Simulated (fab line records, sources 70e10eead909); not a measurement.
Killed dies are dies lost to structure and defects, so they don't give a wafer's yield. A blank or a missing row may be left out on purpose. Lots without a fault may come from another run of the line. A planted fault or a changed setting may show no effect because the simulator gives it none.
fab line records | flow nand_harc
record lots=6 wafers=18 last_day=33
route steps=1302 shown A_DECK1_JOINT@541 A_ONON_D2@545 END@1302
lots that met no fault: from a run of the same line without faults
start_h: hours from the record's first day to the start of the lot's first wafer shown | wait_h: hours since the lot's step before | " the same as in the row above | L1.1+2: a row that stands for several wafers | - no value, or no start given | * or withheld: withheld | < > ~ a bound
route shown NAME@n: a module of which the file shows steps, and the number in the route of the first | usual: mean/standard deviation of fault-free wafers | same: alike in all rows | chamber/n: place in a boat | sites: the reading at each site | _std_site: their standard deviation | _edge_site: outer sites' mean less inner sites' | radius_mm: how far each site lies from the wafer's centre | mask NAME#n: copy n | behind: the tool/chamber that last shaped the wafer | hold: why the lot was held/for how many hours/how that ended | device: the transistor (n, p or np) that didn't switch | end of line: the same wafers' tests at the end of the route | a step without rows: its recipe alone | killed: dies lost to structure and defects at the first sort, not the wafer's yield | map: a wafer's dies, x killed, . not, _ none there
set.NAME: the setting as run; set.NAME@STEP: as run at that earlier step | model.NAME: the simulator's own value behind a step, which no gauge read
lots at some steps of the route; a table a step, a row a wafer
services: from which hour (start_h, from the record's first day; less than 0 if before it) a tool's chamber was out of use, for how many hours, and why
## steps
# step NHARC_A_DECK1_JOINT_SRD_15
# step NHARC_A_DECK1_JOINT_DEP_16
# recipe target_thk_a=450 temp_c=400 pressure_torr=6.5 rf_w=900 teos_flow_sccm=161.4 flow_sccm=2650 target_thk_nm=45 gas=O2 material=SiO2
# usual flow_sccm=2650/8.4 heater_power_outer_w=270/50 heater_power_w=495/63 throttle_valve_pct=16.1/0.43
# columns lot.wafer tool chamber start_h wait_h flow_sccm heater_power_outer_w heater_power_w throttle_valve_pct
L208.3 pecvd-01 2 304.66 0.1 2647 308 536 16.5
L208.6 " 1 " " 2662 280 467 16.0
L208.5 " 2 " " 2654 307 538 16.6
L211.3 pecvd-01 1 324.22 0.1 2642 292 495 15.5
L211.2 " 2 " " 2654 278 489 16.1
L211.6 " 2 " " 2642 278 497 16.6
L210.2 pecvd-01 0 324.67 0.2 2653 212 439 16.4
L210.6 " 1 " " 2651 218 391 15.6
L210.4 " 2 " " 2646 294 514 16.9
L213.2 pecvd-04 0 358.58 0.1 2658 251 453 16.3
L213.3 " 1 " " 2659 292 549 15.9
L213.5 " 2 " " 2640 190 408 16.1
L224.1 pecvd-02 1 461.16 0.1 2660 350 594 15.7
L224.2 " 2 " " 2661 292 509 16.0
L224.3 " 0 " " 2660 209 433 16.5
L226.3 pecvd-01 0 484.44 0.1 2655 253 492 16.8
L226.5 " 2 " " 2663 295 536 16.6
L226.4 " 0 " " 2641 246 500 16.7
# step NHARC_A_DECK1_JOINT_THK_MEAS_17
# recipe thk_meas_gauge=ellipsometry
# usual thk_nm=45.1/1.2
# columns lot.wafer tool chamber start_h wait_h thk_nm
L208.3 film_metro-02 - 304.91 0.2 42.6
L208.5 " - " " 44.4
L208.6 " - " " 43.5
L211.2 film_metro-01 - 324.47 0.2 45.9
L211.3 " - " " 45.7
L211.6 " - " " 47.1
L210.2 film_metro-02 - 324.90 0.2 44.7
L210.4 " - " " 45.1
L210.6 " - " " 45.5
L213.2 film_metro-02 - 358.83 0.2 44.2
L213.3 " - " " 44.2
L213.5 " - " " 43.9
L224.1 film_metro-01 - 461.44 0.3 46.6
L224.2 " - " " 45.2
L224.3 " - " " 43.6
L226.3 film_metro-02 - 484.69 0.2 44.2
L226.4 " - " " 47.2
L226.5 " - " " 45.2
# step NHARC_A_DECK1_JOINT_INSPECT_05
# usual raw_defect_count=332/120
# columns lot.wafer tool chamber start_h wait_h raw_defect_count
L208.3 defect_inspect-02 - 304.95 0.0 169
L208.5 " - " " 284
L208.6 " - " " 293
L211.2 defect_inspect-02 - 324.50 0.0 228
L211.3 " - " " 302
L211.6 " - " " 246
L210.2 defect_inspect-01 - 324.93 0.0 257
L210.4 " - " " 312
L210.6 " - " " 359
L213.2 defect_inspect-01 - 358.86 0.0 321
L213.3 " - " " 376
L213.5 " - " " 393
L224.1 defect_inspect-01 - 461.47 0.0 462
L224.2 " - " " 456
L224.3 " - " " 445
L226.3 defect_inspect-02 - 484.73 0.0 189
L226.4 " - " " 215
L226.5 " - " " 341
# step NHARC_A_ONON_D2_DEP_00
# recipe target_thk_a=10000 n2_flow_sccm=2750 n2o_flow_sccm=2000 nh3_flow_sccm=500 sih4_flow_sccm=210 temp_c=400
# step NHARC_A_ONON_D2_THK_MEAS_02
# recipe thk_meas_gauge=ellipsometry
# usual thk_nm=1000/9.4
# columns lot.wafer tool chamber start_h wait_h thk_nm
L208.3 film_metro-01 - 305.53 - 982
L208.5 " - " " 983
L208.6 " - " " 982
L211.2 film_metro-02 - 325.08 - 1000
L211.3 " - " " 998
L211.6 " - " " 998
L210.2 film_metro-02 - 325.51 - 1003
L210.4 " - " " 1002
L210.6 " - " " 1001
L213.2 film_metro-01 - 359.44 - 997
L213.3 " - " " 997
L213.5 " - " " 999
L224.1 film_metro-02 - 462.06 - 1009
L224.2 " - " " 1010
L224.3 " - " " 1007
L226.3 film_metro-02 - 485.30 - 990
L226.4 " - " " 990
L226.5 " - " " 990
# step NHARC_A_ONON_D2_DEP_03
# recipe target_thk_a=10000 n2_flow_sccm=2750 n2o_flow_sccm=2000 nh3_flow_sccm=500 sih4_flow_sccm=210 temp_c=400
# step NHARC_A_ONON_D2_THK_MEAS_05
# recipe thk_meas_gauge=ellipsometry
# usual thk_nm=1001/8.7
# columns lot.wafer tool chamber start_h wait_h thk_nm
L208.3 film_metro-02 - 306.10 - 994
L208.5 " - " " 996
L208.6 " - " " 996
L211.2 film_metro-02 - 325.64 - 992
L211.3 " - " " 992
L211.6 " - " " 991
L210.2 film_metro-02 - 326.08 - 1003
L210.4 " - " " 1002
L210.6 " - " " 1003
L213.2 film_metro-02 - 360.01 - 990
L213.3 " - " " 992
L213.5 " - " " 990
L224.1 film_metro-01 - 462.62 - 991
L224.2 " - " " 990
L224.3 " - " " 990
L226.3 film_metro-01 - 485.90 - 1009
L226.4 " - " " 1008
L226.5 " - " " 1007
# step NHARC_A_ONON_D2_DEP_06
# recipe target_thk_a=10000 n2_flow_sccm=2750 n2o_flow_sccm=2000 nh3_flow_sccm=500 sih4_flow_sccm=210 temp_c=400
# step NHARC_A_ONON_D2_THK_MEAS_08
# recipe thk_meas_gauge=ellipsometry
# usual thk_nm=1000/8.8
# columns lot.wafer tool chamber start_h wait_h thk_nm
L208.3 film_metro-02 - 306.66 - 999
L208.5 " - " " 999
L208.6 " - " " 1000
L211.2 film_metro-01 - 326.22 - 1018
L211.3 " - " " 1014
L211.6 " - " " 1016
L210.2 film_metro-02 - 326.64 - 996
L210.4 " - " " 997
L210.6 " - " " 997
L213.2 film_metro-02 - 360.58 - 1000
L213.3 " - " " 1003
L213.5 " - " " 1000
L224.1 film_metro-01 - 463.19 - 996
L224.2 " - " " 998
L224.3 " - " " 997
L226.3 film_metro-02 - 486.47 - 1000
L226.4 " - " " 997
L226.5 " - " " 1000
# step NHARC_A_ONON_D2_DEP_09
# recipe target_thk_a=10000 n2_flow_sccm=2750 n2o_flow_sccm=2000 nh3_flow_sccm=500 sih4_flow_sccm=210 temp_c=400
# step NHARC_A_ONON_D2_THK_MEAS_11
# recipe thk_meas_gauge=ellipsometry
# usual thk_nm=1004/9.7
# columns lot.wafer tool chamber start_h wait_h thk_nm
L208.3 film_metro-02 - 307.23 - 1000
L208.5 " - " " 1001
L208.6 " - " " 1001
L211.2 film_metro-01 - 326.79 - 1001
L211.3 " - " " 1002
L211.6 " - " " 1000
L210.2 film_metro-01 - 327.21 - 1006
L210.4 " - " " 1005
L210.6 " - " " 1006
L213.2 film_metro-01 - 361.14 - 1000
L213.3 " - " " 1000
L213.5 " - " " 1000
L224.1 film_metro-01 - 463.76 - 998
L224.2 " - " " 997
L224.3 " - " " 998
L226.3 film_metro-01 - 487.04 - 1006
L226.4 " - " " 1006
L226.5 " - " " 1004
# step NHARC_A_ONON_D2_DEP_12
# recipe target_thk_a=10000 n2_flow_sccm=2750 n2o_flow_sccm=2000 nh3_flow_sccm=500 sih4_flow_sccm=210 temp_c=400
# usual n2_flow_sccm=2750/8.1 nh3_flow_sccm=499.5/1.7
# columns lot.wafer tool chamber start_h wait_h n2_flow_sccm nh3_flow_sccm
L208.3 pecvd_onon-03 0 307.41 0.2 2753 497.3
L208.5 " 0 " " 2740 498.1
L208.6 " 0 " " 2755 500.0
L211.2 pecvd_onon-03 0 326.90 0.1 2757 498.0
L211.3 " 0 " " 2742 496.7
L211.6 " 0 " " 2750 500.2
L210.2 pecvd_onon-04 0 327.32 0.1 2750 500.2
L210.4 " 0 " " 2753 497.9
L210.6 " 0 " " 2750 499.6
L213.2 pecvd_onon-03 0 361.26 0.1 2746 502.7
L213.3 " 0 " " 2744 501.0
L213.5 " 0 " " 2746 501.9
L224.1 pecvd_onon-04 0 463.82 0.1 2762 499.0
L224.2 " 0 " " 2744 499.3
L224.3 " 0 " " 2754 499.2
L226.3 pecvd_onon-02 0 487.21 0.2 2756 496.6
L226.4 " 0 " " 2750 498.6
L226.5 " 0 " " 2761 497.7
# step NHARC_A_ONON_D2_THK_MEAS_14
# recipe thk_meas_gauge=ellipsometry
# usual thk_nm=1001/11
# columns lot.wafer tool chamber start_h wait_h thk_nm
L208.3 film_metro-01 - 307.81 - 1000
L208.5 " - " " 999
L208.6 " - " " 998
L211.2 film_metro-02 - 327.35 - 707
L211.3 " - " " 707
L211.6 " - " " 707
L210.2 film_metro-02 - 327.80 - 1015
L210.4 " - " " 1015
L210.6 " - " " 1014
L213.2 film_metro-01 - 361.71 - 708
L213.3 " - " " 710
L213.5 " - " " 711
L224.1 film_metro-02 - 464.33 - 1000
L224.2 " - " " 998
L224.3 " - " " 1000
L226.3 film_metro-01 - 487.61 - 994
L226.4 " - " " 997
L226.5 " - " " 995
# step NHARC_A_ONON_D2_ANNEAL_15
# recipe temp_c=750 time_s=3600
# step NHARC_END_SORT_01
# recipe temp_c=25
# usual killed_at_array=60/21 killed_at_other=1.0/1.2 killed_at_periphery=4.2/2.8 killed_dies=65/20 killed_open=3.1/1.8 killed_short=2.6/1.6
# same gross_dies=677
# columns lot.wafer tool chamber start_h wait_h killed_at_array killed_at_other killed_at_periphery killed_dies killed_open killed_short
L208.3 prober-01 0 582.44 3.1 74 2 3 79 1 4
L208.5 prober-01 0 584.09 3.8 85 2 2 89 3 5
L208.6 prober-01 0 584.91 4.1 85 0 3 88 5 1
L211.2 prober-01 0 610.78 2.8 671 4 2 677 4 2
L211.3 prober-01 0 611.59 3.1 671 3 3 677 0 4
L211.6 prober-01 0 614.01 4.0 675 1 1 677 8 3
L213.2 prober-01 0 657.21 2.8 673 2 2 677 5 3
L213.3 prober-01 0 657.99 3.1 670 4 3 677 3 1
L213.5 prober-01 0 659.57 3.6 674 2 1 677 4 2
L224.1 prober-01 0 770.97 2.5 41 2 9 52 5 1
L224.2 prober-01 0 771.79 2.8 65 0 5 70 4 3
L224.3 prober-01 0 772.60 3.1 50 1 8 59 2 1
# killed by level:class
L208.3 A_CHANNEL_HOLE_D2:chamber_film_flake=24 A_CHANNEL_HOLE_D1:chamber_film_flake=21 A_SLIT:chamber_film_flake=19 A_SGD_CUT:chamber_film_flake=4 P_M0:geometric_particle:short=2 A_CONTACT:chamber_film_flake=2 THIN_TSV:chamber_film_flake=2 P_M2:geometric_particle:open=1
L208.5 A_CHANNEL_HOLE_D1:chamber_film_flake=27 A_SLIT:chamber_film_flake=25 A_CHANNEL_HOLE_D2:chamber_film_flake=17 A_SGD_CUT:chamber_film_flake=4 A_CONTACT:chamber_film_flake=4 A_ZERO_WELL:chamber_film_flake=2 THIN_TSV:chamber_film_flake=2 P_M0:geometric_particle:short=1
L208.6 A_CHANNEL_HOLE_D1:chamber_film_flake=29 A_CHANNEL_HOLE_D2:chamber_film_flake=26 A_SLIT:chamber_film_flake=17 A_SGD_CUT:chamber_film_flake=6 P_GATE:chamber_film_flake=3 A_ONON_D1:geometric_particle:open=1 A_CHANNEL_FILL_D2:geometric_particle:open=1 A_STAIRCASE:geometric_particle:open=1
L211.2 A_ONON_D2:area_dep=626 A_SLIT:chamber_film_flake=32 THIN_TSV:chamber_film_flake=4 A_CHANNEL_HOLE_D2:chamber_film_flake=2 A_STAIRCASE:chamber_film_flake=2 A_CONTACT:chamber_film_flake=2 P_GATE:geometric_particle:short=1 P_M0:geometric_particle:open=1
L211.3 A_ONON_D2:area_dep=631 A_SLIT:chamber_film_flake=13 A_CONTACT:chamber_film_flake=7 A_CHANNEL_HOLE_D2:chamber_film_flake=5 A_CHANNEL_HOLE_D1:chamber_film_flake=4 P_ZERO_WELL:chamber_film_flake=3 A_STAIRCASE:chamber_film_flake=3 THIN_TSV:chamber_film_flake=3
L211.6 A_ONON_D2:area_dep=630 A_SLIT:chamber_film_flake=17 A_STAIRCASE:chamber_film_flake=5 A_CHANNEL_FILL_D1:chamber_film_flake=4 A_CHANNEL_HOLE_D2:chamber_film_flake=4 A_CONTACT:chamber_film_flake=4 A_CONTACT:geometric_particle:open=2 A_ONON_D1:geometric_particle:open=1
L213.2 A_ONON_D2:area_dep=596 A_SLIT:chamber_film_flake=26 A_CHANNEL_HOLE_D1:chamber_film_flake=21 A_CHANNEL_HOLE_D2:chamber_film_flake=13 A_CONTACT:chamber_film_flake=4 A_BONDPAD:chamber_film_flake=3 A_CHANNEL_FILL_D1:geometric_particle:open=2 A_CHANNEL_FILL_D2:chamber_film_flake=2
L213.3 A_ONON_D2:area_dep=594 A_CHANNEL_HOLE_D1:chamber_film_flake=39 A_SLIT:chamber_film_flake=15 A_CHANNEL_HOLE_D2:chamber_film_flake=11 THIN_TSV:chamber_film_flake=4 A_STAIRCASE:chamber_film_flake=3 A_DECK1_JOINT:chamber_film_flake=2 A_CHANNEL_FILL_D2:chamber_film_flake=2
L213.5 A_ONON_D2:area_dep=591 A_CHANNEL_HOLE_D1:chamber_film_flake=36 A_SLIT:chamber_film_flake=18 A_CHANNEL_HOLE_D2:chamber_film_flake=14 A_CONTACT:chamber_film_flake=6 A_STAIRCASE:chamber_film_flake=2 THIN_TSV:chamber_film_flake=2 A_CHANNEL_HOLE_D1:geometric_particle:short=1
L224.1 A_CHANNEL_HOLE_D2:chamber_film_flake=12 A_SLIT:chamber_film_flake=8 P_GATE:chamber_film_flake=6 A_STAIRCASE:chamber_film_flake=6 A_CONTACT:chamber_film_flake=6 A_CHANNEL_HOLE_D1:chamber_film_flake=4 A_CHANNEL_FILL_D1:geometric_particle:open=2 THIN_TSV:chamber_film_flake=2
L224.2 A_CHANNEL_HOLE_D2:chamber_film_flake=25 A_CHANNEL_HOLE_D1:chamber_film_flake=11 A_CONTACT:chamber_film_flake=11 A_SLIT:chamber_film_flake=8 P_GATE:chamber_film_flake=4 A_STAIRCASE:chamber_film_flake=4 P_CONTACT:geometric_particle:open=1 A_CHANNEL_FILL_D1:geometric_particle:short=1
L224.3 A_CHANNEL_HOLE_D1:chamber_film_flake=17 A_CHANNEL_HOLE_D2:chamber_film_flake=15 A_CONTACT:chamber_film_flake=10 P_GATE:chamber_film_flake=5 A_SLIT:chamber_film_flake=4 P_BONDPAD:chamber_film_flake=2 A_WL_FILL:chamber_film_flake=2 P_M0:geometric_particle:short=1
# map L211.2 (x killed, . not)
____________x____________
_________xxxxxxx_________
_______xxxxxxxxxxx_______
______xxxxxxxxxxxxx______
_____xxxxxxxxxxxxxxx_____
____xxxxxxxxxxxxxxxxx____
____xxxxxxxxxxxxxxxxx____
___xxxxxxxxxxxxxxxxxxx___
___xxxxxxxxxxxxxxxxxxx___
__xxxxxxxxxxxxxxxxxxxxx__
__xxxxxxxxxxxxxxxxxxxxx__
_xxxxxxxxxxxxxxxxxxxxxxx_
_xxxxxxxxxxxxxxxxxxxxxxx_
_xxxxxxxxxxxxxxxxxxxxxxx_
_xxxxxxxxxxxxxxxxxxxxxxx_
_xxxxxxxxxxxxxxxxxxxxxxx_
xxxxxxxxxxxxxxxxxxxxxxxxx
xxxxxxxxxxxxxxxxxxxxxxxxx
xxxxxxxxxxxxxxxxxxxxxxxxx
xxxxxxxxxxxxxxxxxxxxxxxxx
xxxxxxxxxxxxxxxxxxxxxxxxx
_xxxxxxxxxxxxxxxxxxxxxxx_
_xxxxxxxxxxxxxxxxxxxxxxx_
_xxxxxxxxxxxxxxxxxxxxxxx_
_xxxxxxxxxxxxxxxxxxxxxxx_
_xxxxxxxxxxxxxxxxxxxxxxx_
__xxxxxxxxxxxxxxxxxxxxx__
__xxxxxxxxxxxxxxxxxxxxx__
___xxxxxxxxxxxxxxxxxxx___
___xxxxxxxxxxxxxxxxxxx___
____xxxxxxxxxxxxxxxxx____
____xxxxxxxxxxxxxxxxx____
_____xxxxxxxxxxxxxxx_____
______xxxxxxxxxxxxx______
_______xxxxxxxxxxx_______
_________xxxxxxx_________
____________x____________
# map L213.2 (x killed, . not)
____________x____________
_________xxxxxxx_________
_______xxxxxxxxxxx_______
______xxxxxxxxxxxxx______
_____xxxxxxxxxxxxxxx_____
____xxxxxxxxxxxxxxxxx____
____xxxxxxxxxxxxxxxxx____
___xxxxxxxxxxxxxxxxxxx___
___xxxxxxxxxxxxxxxxxxx___
__xxxxxxxxxxxxxxxxxxxxx__
__xxxxxxxxxxxxxxxxxxxxx__
_xxxxxxxxxxxxxxxxxxxxxxx_
_xxxxxxxxxxxxxxxxxxxxxxx_
_xxxxxxxxxxxxxxxxxxxxxxx_
_xxxxxxxxxxxxxxxxxxxxxxx_
_xxxxxxxxxxxxxxxxxxxxxxx_
xxxxxxxxxxxxxxxxxxxxxxxxx
xxxxxxxxxxxxxxxxxxxxxxxxx
xxxxxxxxxxxxxxxxxxxxxxxxx
xxxxxxxxxxxxxxxxxxxxxxxxx
xxxxxxxxxxxxxxxxxxxxxxxxx
_xxxxxxxxxxxxxxxxxxxxxxx_
_xxxxxxxxxxxxxxxxxxxxxxx_
_xxxxxxxxxxxxxxxxxxxxxxx_
_xxxxxxxxxxxxxxxxxxxxxxx_
_xxxxxxxxxxxxxxxxxxxxxxx_
__xxxxxxxxxxxxxxxxxxxxx__
__xxxxxxxxxxxxxxxxxxxxx__
___xxxxxxxxxxxxxxxxxxx___
___xxxxxxxxxxxxxxxxxxx___
____xxxxxxxxxxxxxxxxx____
____xxxxxxxxxxxxxxxxx____
_____xxxxxxxxxxxxxxx_____
______xxxxxxxxxxxxx______
_______xxxxxxxxxxx_______
_________xxxxxxx_________
____________x____________
## services
# columns tool chamber start_h hours kind
pecvd-04 0 282.14 - clean
pecvd-04 1 282.14 - clean
pecvd-04 2 282.14 - clean
pecvd-04 - 287.53 0.9 repair
pecvd-01 - 311.07 13.0 pm
pecvd-01 0 311.07 13.0 vent_cycle
pecvd-01 1 311.07 13.0 vent_cycle
pecvd-01 2 311.07 13.0 vent_cycle
pecvd_onon-04 - 311.16 13.0 pm
pecvd-02 0 316.03 2.9 repair
pecvd-01 0 324.07 - clean
pecvd-01 1 324.07 - clean
pecvd-01 2 324.07 - clean
pecvd_onon-02 - 366.29 13.0 pm
pecvd-02 1 397.50 6.1 repair
pecvd-02 - 408.00 13.0 pm
pecvd-02 0 408.00 13.0 vent_cycle
pecvd-02 1 408.00 13.0 vent_cycle
pecvd-02 2 408.00 13.0 vent_cycle
pecvd_onon-03 - 408.29 13.0 pm
pecvd-04 - 450.14 13.0 pm
pecvd-01 - 459.76 1.4 repair
pecvd-02 1 464.95 13.5 repair
pecvd-01 - 478.88 1.2 repair
## key
first_sign step=NHARC_A_ONON_D2_THK_MEAS_14 reading=thk_nm direction=down sigmas=28 usual=1001 struck=708
effect step=NHARC_END_SORT_01 reading=killed_dies direction=up sigmas=31 usual=65 struck=677
more_kills_born_at NHARC_A_ONON_D2_DEP_12@pecvd_onon-03=3668
met_at NHARC_A_ONON_D2_DEP_12
struck_wafers L211.2,L211.3,L211.6,L213.2,L213.3,L213.5
later_rows_left_out L211.2,L211.3,L211.6,L213.2,L213.3,L213.5
tester_left_out L211,L213
onset_between 307.41 326.90
fault kind=process_parameter_drift tool=pecvd_onon-03 chamber=- onset_h=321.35 steps=NHARC_A_ONON_D2_DEP_12 channel=target_thk_a offset=* shape=step end_h=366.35 acts_in=* stated=*
# tester_left_out: of these lots the tester's yield and bins aren't shown, on N5 and GAA mostly nor the transistor test; their killed dies are dies lost to structure and defects alone, not to doping, threshold or leakage, so they don't give the yield
# later_rows_left_out: the simulator's readings of these wafers behind a module that went badly wrong aren't trusted and aren't shown, but for the sort
